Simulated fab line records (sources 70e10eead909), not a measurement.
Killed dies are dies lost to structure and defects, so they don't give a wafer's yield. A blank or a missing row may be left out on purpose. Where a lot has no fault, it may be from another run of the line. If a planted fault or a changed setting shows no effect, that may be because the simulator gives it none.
fab line records    flow nand_harc
[record] lots = 12  wafers = 34  last_day = 31
route steps=1302 shown A_STAIRCASE@715 END@1302
lots with no fault: from the same line, run without faults
start_h: hours from the record's opening day to when the first of the lot's shown wafers began    wait_h: how many hours have passed since the lot's step before this one    " same as the row above    L1.1+2: a row that stands for several wafers    - no value, or no start given    * or withheld: withheld    < > ~ a bound
route shown NAME@n: names a module that has steps shown in the file, with the first one's number in the route    usual: mean and standard deviation over wafers with no fault    same: alike in all rows    chamber/n: place in a boat    sites: each site's reading    _std_site: the values' standard deviation    _edge_site: inner sites' mean taken away from outer sites' mean    radius_mm: how far each site lies from the wafer's centre    mask NAME#n: copy n    behind: the most recent tool/chamber to have shaped the wafer    hold: why the lot was held/for how many hours/how that ended    device: whichever transistor did not switch (one of n, p or np)    end of line: the tests these same wafers got at the end of their route    a step given without rows: its recipe and nothing more    killed: dies lost to structure and defects at the first sort, not the wafer's yield    map: a wafer's dies, x killed, . not, _ none there
set.NAME: setting as actually run; set.NAME@STEP: the setting as run at that earlier step    model.NAME: the simulator's own value behind a step, which no gauge read
steps of the route over a sample of lots; a table a step, a row a wafer
services: the hour from which a tool's chamber was out of use, counted from the record's first day as start_h (under 0 if before that day), plus the number of hours and why
[[steps]]
[step NHARC_A_STAIRCASE_ETCH_201]
[recipe] target_depth_a = 1000  time_s = 40.5  ion_energy_ev = 400  c4f8_flow_sccm = 20  o2_flow_sccm = 10  ar_flow_sccm = withheld  rf_w = 600  bias_w = 1000  chemistry = C4F8/O2
[usual] chamber_pressure_mTorr = 25.001/0.022  oes_product_au = 0.945/0.011  rf_fwd_power_W = 590.2/2.9  rf_vpp_V = 898/7.1
[same] time_s = 40.5
lot.wafer  tool         chamber  start_h  wait_h  chamber_pressure_mTorr  oes_product_au  rf_fwd_power_W  rf_hours_counter_h  rf_vpp_V
L779.2     rie_diel-13  2        -        -       24.981                  0.935           592.3           3                   905
L779.1     "            0        "        "       24.996                  0.919           589.3           3                   889
L779.6     "            1        "        "       24.995                  0.945           590.5           -                   904
L778.4     rie_diel-05  3        -        -       25.029                  0.938           589.7           27                  893
L778.3     "            2        "        "       24.993                  0.955           588.6           43                  894
L778.5     "            3        "        "       25.011                  0.938           591.6           -                   894
L780.4     rie_diel-08  2        -        -       24.986                  0.956           587.8           2                   905
L780.3     "            3        "        "       24.979                  0.950           586.2           2                   899
L780.5     "            1        "        "       24.989                  0.942           594.5           -                   904
L783.3     rie_diel-08  1        -        -       24.997                  0.934           595.5           10                  905
L783.2     "            3        "        "       24.996                  0.945           586.4           11                  897
L783.5     "            2        "        "       25.066                  0.942           587.6           -                   907
L785.1     rie_diel-08  0        -        -       25.023                  0.953           590.9           11                  894
L785.2     "            1        "        "       25.006                  0.947           595.6           10                  904
L785.4     "            3        "        "       25.020                  0.939           587.2           11                  896
L784.3     rie_diel-13  2        -        -       24.979                  0.946           588.8           23                  905
L784.4     "            3        "        "       25.011                  0.938           590.4           15                  887
L784.2     "            1        "        "       25.005                  0.951           593.9           25                  902
L786.3     rie_diel-08  3        -        -       24.985                  0.938           587.1           18                  897
L786.1     "            0        "        "       25.024                  0.932           591.2           18                  894
L786.5     "            2        "        "       25.015                  0.937           591.3           -                   907
L787.1     rie_diel-08  0        -        -       24.985                  0.952           589.8           19                  894
L787.3     "            1        "        "       25.012                  0.946           591.7           19                  903
L787.6     "            0        "        "       24.970                  0.949           589.2           -                   894
L789.2     rie_diel-08  3        -        -       24.980                  0.957           585.4           29                  896
L789.1     "            1        "        "       25.040                  0.949           592.8           27                  904
L789.5     "            3        "        "       25.029                  0.947           585.8           -                   896
L790.2     rie_diel-08  0        -        -       25.007                  0.937           592.2           34                  892
L790.3     "            1        "        "       25.012                  0.947           590.0           31                  904
L790.5     "            0        "        "       25.029                  0.939           592.5           -                   892
L795.3     rie_diel-13  2        -        -       24.966                  0.947           590.8           0                   905
L795.5     "            2        "        "       24.994                  0.948           592.3           -                   905
L796.3     rie_diel-13  1        -        -       24.987                  0.953           590.0           9                   903
L796.6     "            2        "        "       25.006                  0.945           586.9           -                   904
[step NHARC_A_STAIRCASE_DESCUM_219]
[recipe] time_s = 3  o2_flow_sccm = 200  ar_flow_sccm = 0  bias_power_w = 0  chemistry = O2
[usual] chamber_pressure_mTorr = 60.00/0.056  drypump_motor_current_A = 5.9/0.35  oes_product_au = 1.002/0.012  rf_vpp_V = 57.9/1  showerhead_plenum_p_Torr = 1.93/0.12  throttle_valve_pct = 11.311/0.0085
[same] time_s = 3
lot.wafer  tool         chamber  start_h  wait_h  chamber_pressure_mTorr  drypump_motor_current_A  oes_product_au  rf_hours_counter_h  rf_vpp_V  showerhead_plenum_p_Torr  throttle_valve_pct
L779.1     rie_diel-05  2        359.41   -       59.96                   5.8                      1.009           42                  56.3      1.87                      11.294
L779.2     "            3        "        "       60.03                   6.0                      1.008           26                  56.8      1.90                      11.314
L779.6     "            2        "        "       59.96                   5.8                      1.020           -                   58.4      1.87                      11.313
L778.4     rie_diel-13  0        364.04   -       59.92                   5.6                      0.995           7                   58.7      1.81                      11.309
L778.3     "            2        "        "       60.06                   5.7                      1.001           7                   59.5      2.06                      11.304
L778.5     "            3        "        "       60.00                   5.9                      0.990           -                   57.0      1.79                      11.314
L780.4     rie_diel-08  1        384.06   -       60.00                   6.3                      1.003           2                   58.9      2.06                      11.306
L780.3     "            0        "        "       60.11                   5.9                      1.015           2                   58.7      1.88                      11.315
L780.5     "            1        "        "       60.08                   6.3                      0.996           -                   59.5      2.06                      11.331
L783.3     rie_diel-13  1        413.39   -       59.91                   6.6                      1.024           25                  58.3      2.03                      11.311
L783.2     "            2        "        "       60.02                   5.7                      1.011           23                  59.5      2.05                      11.316
L783.5     "            1        "        "       60.05                   6.6                      1.013           -                   56.9      2.03                      11.315
L785.2     rie_diel-13  3        413.93   -       60.06                   5.9                      0.997           15                  56.1      1.79                      11.319
L785.4     "            1        "        "       59.97                   6.6                      1.007           25                  58.5      2.03                      11.322
L785.1     "            2        "        "       59.91                   5.7                      1.000           23                  55.7      2.05                      11.303
L784.4     rie_diel-13  1        414.15   -       59.93                   6.6                      1.015           25                  59.0      2.03                      11.308
L784.3     "            2        "        "       60.02                   5.7                      1.011           23                  57.4      2.05                      11.319
L784.2     "            0        "        "       59.99                   5.6                      1.011           26                  56.0      1.80                      11.307
L786.3     rie_diel-05  1        438.12   -       59.97                   6.2                      0.981           10                  58.5      2.05                      11.301
L786.1     "            3        "        "       59.98                   6.0                      1.000           10                  57.7      1.89                      11.323
L786.5     "            2        "        "       60.10                   5.8                      1.001           -                   58.2      1.86                      11.317
L787.1     rie_diel-08  1        443.11   -       60.03                   6.3                      1.002           19                  59.1      2.05                      11.312
L787.3     "            3        "        "       60.01                   5.2                      1.010           19                  56.9      1.91                      11.320
L787.6     "            2        "        "       60.07                   6.0                      1.007           -                   58.9      2.07                      11.305
L789.1     rie_diel-13  0        474.97   -       60.08                   5.6                      0.994           44                  58.4      1.80                      11.309
L789.2     "            1        "        "       59.95                   6.6                      1.019           39                  59.4      2.03                      11.309
L789.5     "            0        "        "       60.01                   5.6                      0.987           -                   56.5      1.80                      11.310
L790.2     rie_diel-13  2        483.95   -       59.93                   5.8                      1.000           43                  58.2      2.04                      11.316
L790.3     "            0        "        "       59.98                   5.6                      0.990           48                  58.5      1.79                      11.319
L790.5     "            3        "        "       60.04                   5.9                      1.017           -                   57.1      1.78                      11.315
L795.3     rie_diel-13  2        532.09   -       59.94                   5.8                      0.999           0                   59.8      2.04                      11.308
L795.5     "            3        "        "       59.92                   5.9                      1.000           -                   57.2      1.78                      11.304
L796.3     rie_diel-13  3        553.20   -       59.96                   5.9                      0.996           6                   57.4      1.77                      11.301
L796.6     "            2        "        "       60.03                   5.7                      1.003           -                   59.9      2.04                      11.312
[step NHARC_A_STAIRCASE_TRIM_220]
[recipe] time_s = 211.2  o2_flow_sccm = 500  ar_flow_sccm = 0  bias_w = 0  chemistry = O2
[usual] chamber_pressure_mTorr = 60.00/0.057  drypump_motor_current_A = 5.9/0.38  oes_product_au = 1.002/0.0098  rf_vpp_V = 57.9/0.93  showerhead_plenum_p_Torr = 3.56/0.2  throttle_valve_pct = 17.036/0.0084
[same] time_s = 211.2
lot.wafer  tool         chamber  start_h  wait_h  chamber_pressure_mTorr  drypump_motor_current_A  oes_product_au  rf_hours_counter_h  rf_vpp_V  showerhead_plenum_p_Torr  throttle_valve_pct
L779.1     rie_diel-05  2        360.05   0.6     59.96                   5.8                      1.021           43                  56.5      3.45                      17.029
L779.2     "            3        "        "       59.97                   6.0                      1.002           26                  58.4      3.50                      17.052
L779.6     "            3        "        "       60.04                   6.0                      0.996           -                   57.9      3.50                      17.037
L778.4     rie_diel-13  0        364.13   0.1     59.94                   5.6                      0.990           7                   57.5      3.34                      17.039
L778.3     "            2        "        "       60.10                   5.7                      1.009           7                   59.7      3.77                      17.034
L778.5     "            3        "        "       60.01                   5.9                      0.999           -                   58.3      3.32                      17.031
L780.3     rie_diel-08  3        384.16   0.1     59.96                   5.2                      1.005           2                   57.8      3.54                      17.039
L780.4     "            1        "        "       59.94                   6.3                      1.000           2                   58.5      3.78                      17.043
L780.5     "            3        "        "       60.04                   5.2                      1.006           -                   58.2      3.54                      17.037
L783.3     rie_diel-13  3        413.49   0.1     59.95                   5.9                      1.003           15                  56.4      3.31                      17.028
L783.2     "            1        "        "       60.04                   6.6                      1.018           25                  58.4      3.73                      17.031
L783.5     "            3        "        "       60.02                   5.9                      1.000           -                   57.8      3.31                      17.029
L785.1     rie_diel-13  3        414.06   0.1     60.03                   5.9                      0.996           15                  57.5      3.31                      17.033
L785.2     "            0        "        "       59.92                   5.6                      0.997           26                  58.8      3.33                      17.031
L785.4     "            2        "        "       59.92                   5.8                      1.003           23                  58.2      3.76                      17.041
L784.3     rie_diel-13  1        414.26   0.1     59.88                   6.6                      1.017           26                  59.3      3.73                      17.041
L784.2     "            2        "        "       59.97                   5.7                      1.006           23                  59.5      3.76                      17.034
L784.4     "            3        "        "       60.03                   5.9                      1.005           15                  59.2      3.31                      17.028
L786.3     rie_diel-05  3        438.20   0.1     60.01                   6.0                      1.003           10                  57.0      3.49                      17.026
L786.1     "            0        "        "       60.03                   5.7                      1.010           8                   57.7      3.80                      17.039
L786.5     "            0        "        "       60.00                   5.7                      1.016           -                   59.4      3.80                      17.040
L787.1     rie_diel-08  3        443.19   0.1     60.12                   5.2                      0.999           19                  57.8      3.53                      17.034
L787.3     "            2        "        "       59.93                   6.0                      1.002           19                  58.9      3.80                      17.028
L787.6     "            0        "        "       59.89                   5.9                      1.009           -                   57.9      3.46                      17.048
L789.2     rie_diel-13  1        475.07   0.1     59.98                   6.7                      1.021           39                  58.4      3.72                      17.042
L789.1     "            2        "        "       59.93                   5.7                      0.996           38                  58.3      3.76                      17.045
L789.5     "            0        "        "       60.00                   5.6                      1.000           -                   58.4      3.32                      17.049
L790.3     rie_diel-13  1        484.03   0.1     60.12                   6.6                      1.015           42                  58.7      3.72                      17.053
L790.2     "            3        "        "       60.09                   5.9                      1.002           35                  56.3      3.30                      17.036
L790.5     "            1        "        "       60.00                   6.6                      1.025           -                   58.3      3.72                      17.036
L795.3     rie_diel-13  2        532.18   0.1     59.96                   5.7                      0.830           0                   57.8      3.74                      17.039
L795.5     "            1        "        "       60.07                   6.6                      1.017           -                   58.2      3.71                      17.029
L796.3     rie_diel-13  1        553.29   0.1     60.05                   6.6                      0.843           9                   56.6      3.71                      17.034
L796.6     "            1        "        "       60.03                   6.6                      0.836           -                   57.6      3.71                      17.029
[step NHARC_A_STAIRCASE_ETCH_230]
[recipe] target_depth_a = 1000  time_s = 40.5  ion_energy_ev = 400  c4f8_flow_sccm = 20  o2_flow_sccm = 10  ar_flow_sccm = withheld  rf_w = 600  bias_w = 1000  chemistry = C4F8/O2
[usual] chamber_pressure_mTorr = 25.000/0.022  oes_product_au = 0.950/0.018  rf_fwd_power_W = 590.6/2.8  rf_vpp_V = 897/7.1
[same] time_s = 40.5
lot.wafer  tool         chamber  start_h  wait_h  chamber_pressure_mTorr  oes_product_au  rf_fwd_power_W  rf_hours_counter_h  rf_vpp_V
L779.1     rie_diel-05  1        -        -       25.016                  0.931           593.5           44                  904
L779.2     "            2        "        "       25.021                  0.952           590.9           45                  893
L779.6     "            1        "        "       24.968                  0.937           593.5           -                   906
L778.3     rie_diel-13  1        -        -       24.979                  0.954           589.7           8                   905
L778.4     "            2        "        "       24.986                  0.951           589.8           8                   904
L778.5     "            1        "        "       25.016                  0.972           589.7           -                   905
L780.4     rie_diel-08  1        -        -       24.999                  0.958           590.5           2                   905
L780.3     "            0        "        "       25.056                  0.965           588.6           2                   894
L780.5     "            1        "        "       25.006                  0.956           592.1           -                   905
L783.2     rie_diel-08  0        -        -       24.991                  0.957           586.9           12                  894
L783.3     "            2        "        "       25.042                  0.978           591.1           12                  906
L783.5     "            0        "        "       25.018                  0.968           590.8           -                   894
L785.4     rie_diel-13  3        -        -       24.984                  0.944           589.4           16                  887
L785.2     "            0        "        "       24.979                  0.953           594.1           27                  889
L785.1     "            1        "        "       25.018                  0.954           592.7           26                  902
L784.4     rie_diel-08  3        -        -       25.018                  0.954           586.6           13                  896
L784.2     "            0        "        "       25.007                  0.951           590.6           12                  894
L784.3     "            2        "        "       24.974                  0.947           587.2           12                  906
L786.3     rie_diel-05  2        -        -       24.999                  0.936           589.5           12                  894
L786.1     "            3        "        "       25.006                  0.950           592.4           10                  896
L786.5     "            2        "        "       24.987                  0.947           588.5           -                   893
L787.3     rie_diel-13  2        -        -       24.980                  0.959           585.7           30                  906
L787.1     "            3        "        "       24.998                  0.967           586.8           22                  889
L787.6     "            1        "        "       24.985                  0.971           593.4           -                   903
L789.1     rie_diel-05  1        -        -       25.007                  0.932           593.1           20                  904
L789.2     "            2        "        "       24.991                  0.955           587.9           24                  893
L789.5     "            3        "        "       25.017                  0.927           592.7           -                   894
L790.3     rie_diel-08  3        -        -       24.991                  0.963           584.8           36                  896
L790.2     "            1        "        "       25.009                  0.981           589.5           31                  904
L790.5     "            3        "        "       25.014                  0.955           582.4           -                   896
L795.3     rie_diel-05  1        -        -       25.011                  0.959           591.2           38                  906
L795.5     "            0        "        "       24.994                  0.995           590.4           -                   904
L796.3     rie_diel-05  1        -        -       24.987                  0.969           594.1           49                  903
L796.6     "            2        "        "       25.015                  0.970           591.7           -                   892
[step NHARC_END_SORT_01]
[recipe] temp_c = 25
[usual] killed_at_array = 49/19  killed_at_other = 0.9/1.1  killed_at_periphery = 4.0/2.7  killed_dies = 54/19  killed_open = 3.3/1.8  killed_short = 2.6/1.6
[same] gross_dies = 677
lot.wafer  tool       chamber  start_h  wait_h  killed_at_array  killed_at_other  killed_at_periphery  killed_dies  killed_open  killed_short
L796.3     prober-01  0        748.98   3.1     152              0                8                    160          5            0
L796.6     prober-01  0        751.42   4.1     183              1                7                    191          3            5
// killed by level:class
L796.3 A_STAIRCASE:area_trim=112 A_CHANNEL_HOLE_D1:chamber_film_flake=15 A_SLIT:chamber_film_flake=6 A_CHANNEL_HOLE_D2:chamber_film_flake=4 A_BONDPAD:chamber_film_flake=4 A_WL_FILL:chamber_film_flake=3 P_ZERO_WELL:chamber_film_flake=2 P_GATE:chamber_film_flake=2
L796.6 A_STAIRCASE:area_trim=139 A_CHANNEL_HOLE_D1:chamber_film_flake=19 A_BONDPAD:chamber_film_flake=7 A_CONTACT:chamber_film_flake=6 A_SGD_CUT:geometric_particle:short=3 P_M2:chamber_film_flake=3 A_CHANNEL_HOLE_D2:chamber_film_flake=3 P_M0:geometric_particle:open=1
[[services]]
tool         chamber  start_h  hours  kind
rie_diel-13  -        342.15   9.0    pm
rie_diel-13  0        342.15   9.0    vent_cycle
rie_diel-13  1        342.15   9.0    vent_cycle
rie_diel-13  2        342.15   9.0    vent_cycle
rie_diel-13  3        342.15   9.0    vent_cycle
rie_diel-13  0        351.15   -      clean
rie_diel-13  1        351.15   -      clean
rie_diel-13  2        351.15   -      clean
rie_diel-13  3        351.15   -      clean
rie_diel-08  1        362.56   14.8   repair
rie_diel-13  3        367.62   6.2    repair
rie_diel-08  -        367.80   9.0    pm
rie_diel-13  0        375.66   -      clean
rie_diel-13  1        375.66   -      clean
rie_diel-13  2        375.66   -      clean
rie_diel-13  3        375.66   -      clean
rie_diel-13  0        400.52   -      clean
rie_diel-13  1        400.52   -      clean
rie_diel-13  2        400.52   -      clean
rie_diel-13  3        400.52   -      clean
rie_diel-05  -        407.60   9.0    pm
rie_diel-13  1        446.38   4.5    repair
rie_diel-13  -        519.20   9.0    pm
rie_diel-08  -        544.85   9.0    pm
[[key]]
[first_sign] step = NHARC_A_STAIRCASE_TRIM_220  reading = oes_product_au  direction = down  sigmas = 17  usual = 1.002  struck = 0.836
[effect] step = NHARC_END_SORT_01  reading = killed_dies  direction = up  sigmas = 6.4  usual = 54  struck = 176
[more_kills_born_at] NHARC_A_STAIRCASE_TRIM_220@rie_diel-13 = 251
met_at NHARC_A_STAIRCASE_TRIM_220
struck_lots L795,L796
struck_wafers L795.3,L796.3,L796.6
sort_left_out L795.3
tester_left_out L795,L796
not_acting_at NHARC_A_STAIRCASE_ETCH_201,NHARC_A_STAIRCASE_DESCUM_219,NHARC_A_STAIRCASE_ETCH_230
onset_between 484.03 532.18
[fault] kind = process_parameter_drift  tool = rie_diel-13  chamber = -  onset_h = 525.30  steps = NHARC_A_STAIRCASE_TRIM_220  channel = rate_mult  offset = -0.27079  shape = step  end_h = 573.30  scope = struck_wafers_only
// tester_left_out: of these lots the tester's yield and bins aren't shown, on N5 and GAA mostly nor the transistor test; their killed dies are dies lost to structure and defects alone, not to doping, threshold or leakage, so they don't give the yield
// sort_left_out: the simulated sort isn't trusted on such a fault, so these wafers' sort isn't shown, and their yield isn't known
